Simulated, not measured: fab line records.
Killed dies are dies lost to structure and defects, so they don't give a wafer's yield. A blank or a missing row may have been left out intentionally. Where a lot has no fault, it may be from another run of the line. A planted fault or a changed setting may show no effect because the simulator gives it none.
Commonality check across tools    flow nandHarc    14 lots and 42 wafers in the sample

THE REASON FOR OPENING IT
Flagged at NHARC_A_ONON_D1_THK_MEAS_14: reading thkNm, on 2 of 14 lots. Fault-free wafers read 1001 nm, with a standard deviation of 7.6.
Rule: a lot is flagged when every wafer of it that has a number lies more than 4 standard deviations from that mean, or none has a number. The other lots count as sound.

lot   measured      on            thkNm (nm), wafer by wafer  flag
L642  day 8 10:01   filmMetro-02  1007 1006 1006              
L643  day 8 10:03   filmMetro-01  996 998 997                 
L644  day 8 19:10   filmMetro-02  998 996 998                 
L647  day 9 09:04   filmMetro-01  997 995 997                 
L646  day 9 09:04   filmMetro-02  990 988 988                 
L648  day 9 21:59   filmMetro-01  1008 1009 1008              
L649  day 10 01:47  filmMetro-01  996 997 993                 
L650  day 10 07:36  filmMetro-02  999 998 1000                
L652  day 11 13:24  filmMetro-02  1013 1013 1014              
L653  day 11 13:33  filmMetro-01  996 997 996                 
L656  day 11 21:29  filmMetro-01  985 984 985                 
L659  day 12 08:34  filmMetro-01  1467 1464 1465              FLAGGED
L661  day 13 00:30  filmMetro-02  1465 1463 1463              FLAGGED
L663  day 13 10:41  filmMetro-02  1006 1003 1004              
Average over the flagged lots: 1464 nm; offset from the usual +464 nm, equal to +61 standard deviations.

LOT BY LOT: THE TOOL USED
The record keeps 1 process step preceding the reading, out of 1159 steps on the route. Every cell lists first the tool, next ch and the chambers used by the sampled wafers, and last the start.
lot   flag     NHARC_A_ONON_D1_DEP_12
L642           pecvdOnon-03 ch 0, day 8 09:30
L643           pecvdOnon-02 ch 0, day 8 09:31
L644           pecvdOnon-01 ch 0, day 8 18:46
L647           pecvdOnon-03 ch 0, day 9 08:40
L646           pecvdOnon-02 ch 0, day 9 08:37
L648           pecvdOnon-03 ch 0, day 9 21:28
L649           pecvdOnon-01 ch 0, day 10 01:16
L650           pecvdOnon-03 ch 0, day 10 07:05
L652           pecvdOnon-02 ch 0, day 11 12:53
L653           pecvdOnon-01 ch 0, day 11 13:02
L656           pecvdOnon-03 ch 0, day 11 20:59
L659  FLAGGED  pecvdOnon-03 ch 0, day 12 08:03
L661  FLAGGED  pecvdOnon-03 ch 0, day 13 00:06
L663           pecvdOnon-01 ch 0, day 13 10:11
These steps, and what they do:
- NHARC_A_ONON_D1_DEP_12: target thk 1000 nm.
- NHARC_A_ONON_D1_THK_MEAS_14: measures by ellipsometry.

FLAGGED OVER TOTAL, TOOL BY TOOL (the gauges that took the reading come last)
step                         tool          lots run  flagged  share of the flagged lots  sound lots run after its first flagged lot
NHARC_A_ONON_D1_DEP_12       pecvdOnon-01  4         0        none                       -
NHARC_A_ONON_D1_DEP_12       pecvdOnon-02  3         0        none                       -
NHARC_A_ONON_D1_DEP_12       pecvdOnon-03  7         2        all                        0
NHARC_A_ONON_D1_THK_MEAS_14  filmMetro-01  7         1        some                       0
NHARC_A_ONON_D1_THK_MEAS_14  filmMetro-02  7         1        some                       1 (L663)

WHAT IS ALLOWED BY THE TABLE
All flagged lots share 1 row of the table, namely pecvdOnon-03 at NHARC_A_ONON_D1_DEP_12.
- pecvdOnon-03 at NHARC_A_ONON_D1_DEP_12 ran 7 lots, 2 of them flagged. A fault beginning between L656 (day 11 20:59), its last sound lot, and L659 (day 12 08:03), its first flagged one, fits the data.
What remains is a single tool, pecvdOnon-03 at NHARC_A_ONON_D1_DEP_12.

WHAT THE SIMULATOR PUT IN
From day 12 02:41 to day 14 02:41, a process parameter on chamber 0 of pecvdOnon-03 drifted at NHARC_A_ONON_D1_DEP_12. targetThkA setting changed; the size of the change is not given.
Struck lots among those shown: L659, L661. The rule above found the same.
